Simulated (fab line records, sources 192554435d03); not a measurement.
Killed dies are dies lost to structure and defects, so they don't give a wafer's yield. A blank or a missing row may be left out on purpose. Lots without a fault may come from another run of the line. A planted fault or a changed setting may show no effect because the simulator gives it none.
Split-lot experiment | flow n5_finfet | 7 lots, 21 wafers read, on a route of 1938 steps

THE SPLIT
At N5_BEOL_M0_SAQP_ALD_48 (deposits SiO2, target thk 20 nm, pulse time 1 s, co reactant pulse time 1 s), the setting ald_cycles was moved away from the recipe's 139 on 4 of the 21 wafers read, by -12.2% to +9.4%. The other wafers ran this setting at the recipe's value.

The reading is taken at the split's own step.

THE READING
SiO2_of_BEOL_M0_SAQP_ALD_48.thk_nm (the simulator's own value, which no gauge read), in nm, at N5_BEOL_M0_SAQP_ALD_48 (deposits SiO2, target thk 20 nm, pulse time 1 s, co reactant pulse time 1 s). The file gives no usual value for it. The 17 wafers here that ran the recipe average 20.0 nm, standard deviation 0.11 nm.

wafer  | tool, chamber at the split | ald_cycles as run | against the recipe | SiO2_of_BEOL_M0_SAQP_ALD_48.thk_nm, nm | against lot-mates on the recipe
L074.2 | ald_sin-04, 3,1            | 139               | recipe             | 20                                     | -
L074.5 | ald_sin-04, 3,1            | 139               | recipe             | 20                                     | -
L074.3 | ald_sin-04, 2              | 139               | recipe             | 19.8                                   | -
L076.3 | ald_sin-04, 3,2,1          | 139               | recipe             | 20                                     | -
L076.4 | ald_sin-04, 3,2,1          | 139               | recipe             | 20                                     | -
L076.6 | ald_sin-04, 3,2,1          | 139               | recipe             | 20                                     | -
L080.2 | ald_sin-04, 3              | 151               | +8.6%              | 21.8                                   | +1.7
L080.4 | ald_sin-04, 2              | 139               | recipe             | 20                                     | -
L080.6 | ald_sin-04, 3              | 139               | recipe             | 20.2                                   | -
L082.1 | ald_sin-04, 0,2,1          | 139               | recipe             | 20                                     | -
L082.2 | ald_sin-04, 0,2,1          | 139               | recipe             | 20                                     | -
L082.5 | ald_sin-04, 0,2,1          | 139               | recipe             | 20                                     | -
L083.2 | ald_sin-04, 1              | 139               | recipe             | 19.8                                   | -
L083.4 | ald_sin-04, 0              | 122               | -12.2%             | 17.6                                   | -2.2
L083.6 | ald_sin-04, 0              | 122               | -12.2%             | 17.4                                   | -2.4
L089.3 | ald_sin-03, 1              | 139               | recipe             | 20.2                                   | -
L089.4 | ald_sin-03, 3              | 152               | +9.4%              | 21.8                                   | +1.7
L089.5 | ald_sin-03, 2              | 139               | recipe             | 20                                     | -
L087.2 | ald_sin-01, 1              | 139               | recipe             | 20                                     | -
L087.6 | ald_sin-01, 1              | 139               | recipe             | 20                                     | -
L087.4 | ald_sin-01, 2              | 139               | recipe             | 19.8                                   | -
Where a row lists several chambers, the file gives one row for several wafers and doesn't say which wafer went through which chamber.

THE FIT
A straight line over all 21 wafers: SiO2_of_BEOL_M0_SAQP_ALD_48.thk_nm changes by +0.203 nm for each +1% of ald_cycles; r = +0.99; the points scatter about the line by 0.11 nm.
The same after taking each lot's own level away (the mean of its wafers on the recipe; 21 wafers): +0.188 nm for each +1%; r = +1.00; scatter 0.08 nm.
On that fit, the largest move of ald_cycles shifts the reading by 2.3 nm.
The lots' own levels span 19.80 to 20.10 nm, that is 2.8 times the standard deviation above.
So the lot-to-lot level changes the slope little: the two slopes agree.
Check: with one of the wafers moved furthest among these (-12.2%) left out of the fit, the line predicts -2.36 nm for it against its lot-mates. It came out at -2.2 nm against them.

OTHER SPLITS ON THESE WAFERS
These wafers also went through other splits before the reading. Each is held against what the fit with the lots' levels taken away leaves over:
other split on the same wafers            | wafers away from the commonest value | r with SiO2_of_BEOL_M0_SAQP_ALD_48.thk_nm (lot level and that fit taken away)
N5_SD_EPI_P_EPI_21 epi_growth_time_s      | 6                                    | +0.31
N5_GATE_CUT_ETCH_58 bias_w                | 7                                    | +0.02
N5_MOL_CONTACT_COAG_COAT_76 spin_rpm      | 8                                    | +0.33
N5_BEOL_M0_SAQP_PECVD_04 time_s           | 9                                    | +0.02
N5_BEOL_M0_SAQP_DEVELOP_13 develop_time_s | 7                                    | +0.16

THE FILE'S OWN FIT
SiO2_of_BEOL_M0_SAQP_ALD_48.thk_nm changes by +0.188 nm for each +1% of ald_cycles, r = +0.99.
